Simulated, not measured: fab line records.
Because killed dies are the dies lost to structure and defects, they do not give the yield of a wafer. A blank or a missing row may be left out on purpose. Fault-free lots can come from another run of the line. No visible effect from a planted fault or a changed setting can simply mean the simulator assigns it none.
Problem report, 8D (eight disciplines) form, completed by code    flow nand harc    the parts of the form that need people (team, actions taken, sign-off) are left out

1. WHAT IS WRONG
NHARC_A_CONTACT_ETCH_90, run length s: mean 73.9 s over 1 wafer from 1 lot; wafers with no fault: 106.9 s, standard deviation 0.37. That is -89 standard deviations from the usual mean.
The step: etches the open film in CH3F/O2, target depth 40 nm, time 85.7 s.
Earliest sighting: wafer L116.6 on rie diel-11 at day 26 08:37. The record has a number at this step for 36 wafers belonging to 12 lots. Rule for "out", or "out of limits": more than 4 standard deviations from the usual mean. The rest of the wafers with a number are treated as sound.

2. WHAT IT IS, WHAT IT ISN'T
question                     is                 is not
which readings at this step  run length s       drypump motor current A, oes product au, rf vpp V, showerhead plenum p Torr, throttle valve pct
which lots                   L116               L105, L106, L107, L111, L118, L119, L120, L121, L123, L124, L128
which wafers of those lots   L116.6             L116.3, L116.4
read on which tools          rie diel-11        rie diel-02, rie diel-09
when                         from day 26 08:37  up to then (14 sound wafers); but 21 sound wafers of L118, L119, L120, L121, L123, L124, L128 came after

3. THE SUSPECTS, EACH WITH WHAT RULES IT OUT
Counting: a tool at a process step up to the reading stays a suspect if it ran every lot that is out. Sound lots after the first of them don't rule it out here, since some wafers of a struck lot are sound.
- har cap etch-01 at NHARC_A_CONTACT_ETCH_114 (etches the open film in C4F8/O2/Ar, time 190 s, target depth 1850 nm): kept. It ran the lot that is out, L116 (day 26 05:29).
- har cap etch-01 at NHARC_A_CONTACT_ETCH_120 (etches the open film in C4F8/O2/Ar, time 190 s, target depth 1850 nm): kept. It ran the lot that is out, L116 (day 26 06:52).
- rie diel-11 at NHARC_A_CONTACT_ETCH_90 (etches the open film in CH3F/O2, target depth 40 nm, time 85.7 s): kept. The lot that is out, L116, ran on it at day 26 08:37; the last sound lot it ran before that was L105, at day 22 05:43. Its own run length s readings are out on those wafers.
- In rie diel-11 at NHARC_A_CONTACT_ETCH_90, the wafers that are out were processed in chamber 0 and their sound lot-mates in chambers 1, 2.
har cap etch-01 at NHARC_A_CONTACT_ETCH_114, har cap etch-01 at NHARC_A_CONTACT_ETCH_120 and rie diel-11 at NHARC_A_CONTACT_ETCH_90 are what is left after counting.

4. THE CAUSE (what the simulator had put in)
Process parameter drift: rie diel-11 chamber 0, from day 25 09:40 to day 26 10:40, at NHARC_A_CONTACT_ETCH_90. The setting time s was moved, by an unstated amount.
After counting, 3 suspects remain, this tool included.

5. THE EFFECT CHAIN, in route order
Each row: a reading whose mean over the struck wafers that have a number lies more than 3 standard deviations from the usual. Only readings whose record carries a usual standard deviation are examined. hours: median over the lots of the time between each lot's start at the first step of this table that gives one and its start at this step. sigmas: the change, counted in usual standard deviations.
hours  step                     reading       usual    on struck wafers  change  sigmas
0      NHARC_A_CONTACT_ETCH_90  run length s  106.9 s  73.9              -33.0   -89
Here are the process steps it includes:
- NHARC_A_CONTACT_ETCH_90: etches the open film in CH3F/O2, target depth 40 nm, time 85.7 s.
Readings that are blank on the struck wafers while sound wafers have them: bias w at NHARC_A_CONTACT_ETCH_90.
Later measuring or inspecting steps at which every struck wafer that the step has a row for has a number for every such reading, and none has moved that far: NHARC_A_CONTACT_CD_MEAS_53, NHARC_END_SORT_01.

6. HOW IT WOULD HAVE BEEN CAUGHT EARLIER
In this record the first reading out of limits was taken at day 26 08:37, 23 hours after the fault began at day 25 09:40.
